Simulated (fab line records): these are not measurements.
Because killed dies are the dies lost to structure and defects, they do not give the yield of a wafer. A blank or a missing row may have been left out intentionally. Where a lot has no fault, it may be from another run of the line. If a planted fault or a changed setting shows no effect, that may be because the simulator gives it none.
Chamber matching    flow n5_finfet    N5_GATE_CUT_STRIP_42 on rie_diel-02 has 4 sister chambers
The step strips in O2. 24 wafers are shown with their chamber, then 12 later ones without.

== EACH WAFER AND ITS CHAMBER ==
wafer   chamber  showerhead_plenum_p_Torr (Torr)  throttle_valve_pct (%)  drypump_motor_current_A (A)
L074.1  0        2.11                             16.68                   5.0
L074.2  1        2.00                             16.24                   6.0
L074.4  2        2.07                             16.69                   5.9
L075.3  1        2.00                             16.26                   6.0
L075.4  3        2.18                             16.58                   5.5
L075.6  3        2.18                             16.58                   5.5
L077.1  2        2.07                             16.70                   5.9
L077.2  3        2.18                             16.57                   5.5
L077.5  3        2.18                             16.57                   5.4
L079.1  3        2.18                             16.58                   5.5
L079.2  0        2.11                             16.69                   5.0
L079.6  2        2.07                             16.71                   5.9
L081.2  2        2.07                             16.70                   5.9
L081.3  0        2.11                             16.70                   5.1
L081.6  1        2.00                             16.27                   6.0
L082.1  1        2.00                             16.29                   6.1
L082.2  2        2.07                             16.71                   5.9
L082.6  3        2.18                             16.60                   5.5
L083.1  1        2.00                             16.29                   6.0
L083.2  2        2.07                             16.72                   5.9
L083.5  0        2.11                             16.70                   5.0
L084.2  2        2.06                             16.72                   5.9
L084.4  1        2.00                             16.28                   6.0
L084.5  1        2.00                             16.30                   6.0

SIGNATURES (means of the wafers above)
reading                   chamber 0  chamber 1  chamber 2  chamber 3  scatter within a chamber
showerhead_plenum_p_Torr  2.1100     2.0000     2.0686     2.1800     0.00207
throttle_valve_pct        16.6925    16.2757    16.7071    16.5800    0.0145
drypump_motor_current_A   5.025      6.014      5.900      5.483      0.0349
Rule: a wafer's distance from a chamber is the root of the sum, over the readings, of the square of ((its reading less the chamber's mean) divided by the reading's scatter). If the next closest chamber is less than 2 further off than the closest, the wafer can't be placed; otherwise it belongs to the closest. How the scatter is found: for the shown wafers, subtract from each reading the mean of its chamber, square and add these, divide the total by (wafers less chambers), then take the root.

== WAFERS WITHOUT THEIR CHAMBER ==
wafer   showerhead_plenum_p_Torr (Torr)  throttle_valve_pct (%)  drypump_motor_current_A (A)
L086.1  2.18                             16.62                   5.5
L086.4  2.00                             16.29                   6.0
L086.5  2.06                             16.73                   5.9
L087.1  2.06                             16.73                   5.9
L087.4  2.10                             16.72                   5.0
L087.5  2.06                             16.74                   5.9
L088.1  2.00                             16.31                   6.0
L088.3  2.17                             16.61                   5.4
L088.6  2.06                             16.72                   5.9
L093.1  2.06                             16.76                   5.9
L093.5  2.10                             16.73                   5.0
L093.6  2.17                             16.64                   5.5

== WHICH CHAMBER EACH ONE RAN IN ==
wafer   from the rows above  in truth
L086.1  3                    3
L086.4  1                    1
L086.5  2                    2
L087.1  2                    2
L087.4  0                    0
L087.5  2                    2
L088.1  1                    1
L088.3  3                    3
L088.6  2                    2
L093.1  2                    2
L093.5  0                    0
L093.6  3                    3
Correctly placed: 12 of 12. From these rows, 0 cannot be placed. Number placed wrongly: 0.
